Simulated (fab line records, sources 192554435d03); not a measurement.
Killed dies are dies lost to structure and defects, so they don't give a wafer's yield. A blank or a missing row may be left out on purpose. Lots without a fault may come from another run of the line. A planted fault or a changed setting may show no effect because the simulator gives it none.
Split-lot experiment | flow n5_finfet | 7 lots, 21 wafers read, on a route of 1938 steps

THE SPLIT
At N5_PASSIVATION_EXPOSE_41 (exposes mask PASS OPEN, defocus 0 nm, target cd 40000 nm), the setting dose_mj was moved away from the recipe's 57.25 on 6 of the 21 wafers read, by -5.2% to +2.8%. The other wafers ran this setting at the recipe's value.

FROM THE SPLIT TO THE READING: what the file shows between them, 3 steps
- N5_PASSIVATION_PEB_42
- N5_PASSIVATION_DEVELOP_43: develop time 60 s
- N5_PASSIVATION_HARDBAKE_45: time 120 s

THE READING
cd_nm, in nm, at N5_PASSIVATION_CD_MEAS_44 (target cd 40000 nm). Fault-free wafers of this fab line usually give 40000 nm, standard deviation 4.7 nm.

wafer  | tool, chamber at the split | dose_mj as run | against the recipe | cd_nm, nm | against lot-mates on the recipe
L076.3 | krf_scanner-02, 0          | 57.25          | recipe             | 40006     | -
L076.4 | krf_scanner-02, 0          | 57.25          | recipe             | 40007     | -
L076.6 | krf_scanner-02, 0          | 57.25          | recipe             | 40000     | -
L080.1 | krf_scanner-01, 0          | 55.54          | -3.0%              | 39983     | -18
L080.3 | krf_scanner-01, 0          | 55.54          | -3.0%              | 39986     | -15
L080.5 | krf_scanner-01, 0          | 57.25          | recipe             | 40001     | -
L081.1 | krf_scanner-01, 0          | 57.25          | recipe             | 40000     | -
L081.2 | krf_scanner-01, 0          | 57.25          | recipe             | 40002     | -
L081.4 | krf_scanner-01, 0          | 57.25          | recipe             | 40001     | -
L084.2 | krf_scanner-02, 0          | 57.25          | recipe             | 39998     | -
L084.3 | krf_scanner-02, 0          | 57.25          | recipe             | 39999     | -
L084.4 | krf_scanner-02, 0          | 57.25          | recipe             | 40001     | -
L085.1 | krf_scanner-01, 0          | 57.25          | recipe             | 39998     | -
L085.2 | krf_scanner-01, 0          | 57.25          | recipe             | 40000     | -
L085.4 | krf_scanner-01, 0          | 57.25          | recipe             | 40001     | -
L093.2 | krf_scanner-02, 0          | 57.25          | recipe             | 39999     | -
L093.3 | krf_scanner-02, 0          | 58.85          | +2.8%              | 40011     | +12
L093.5 | krf_scanner-02, 0          | 58.85          | +2.8%              | 40011     | +12
L095.1 | krf_scanner-01, 0          | 57.25          | recipe             | 40005     | -
L095.2 | krf_scanner-01, 0          | 54.29          | -5.2%              | 39987     | -18
L095.5 | krf_scanner-01, 0          | 54.29          | -5.2%              | 39984     | -21

THE FIT
A straight line over all 21 wafers: cd_nm changes by +3.61 nm for each +1% of dose_mj; r = +0.92; the points scatter about the line by 3.3 nm.
The same after taking each lot's own level away (the mean of its wafers on the recipe; 21 wafers): +4.21 nm for each +1%; r = +0.97; scatter 2.2 nm.
On that fit, the largest move of dose_mj shifts the reading by 22 nm.
The lots' own levels span 39999.0 to 40005.0 nm, that is 1.3 times the standard deviation above.
So the lot-to-lot level changes the slope: the two fits differ.
Check: with one of the wafers moved furthest among these (-5.2%) left out of the fit, the line predicts -23.7 nm for it against its lot-mates. It came out at -18 nm against them.

OTHER SPLITS ON THESE WAFERS
These wafers also went through other splits before the reading. Each is held against what the fit with the lots' levels taken away leaves over:
other split on the same wafers      | wafers away from the commonest value | r with cd_nm (lot level and that fit taken away)
N5_BEOL_M14_COAT_66 spin_rpm        | 8                                    | +0.08
N5_BEOL_M14_EXPOSE_25 dose_mj       | 5                                    | -0.10
N5_BEOL_M15_TRENCH_ETCH_34 bias_w   | 9                                    | -0.46
N5_PASSIVATION_VIA_ETCH_13 source_w | 7                                    | +0.10

THE FILE'S OWN FIT
cd_nm changes by +4.23 nm for each +1% of dose_mj, r = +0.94.
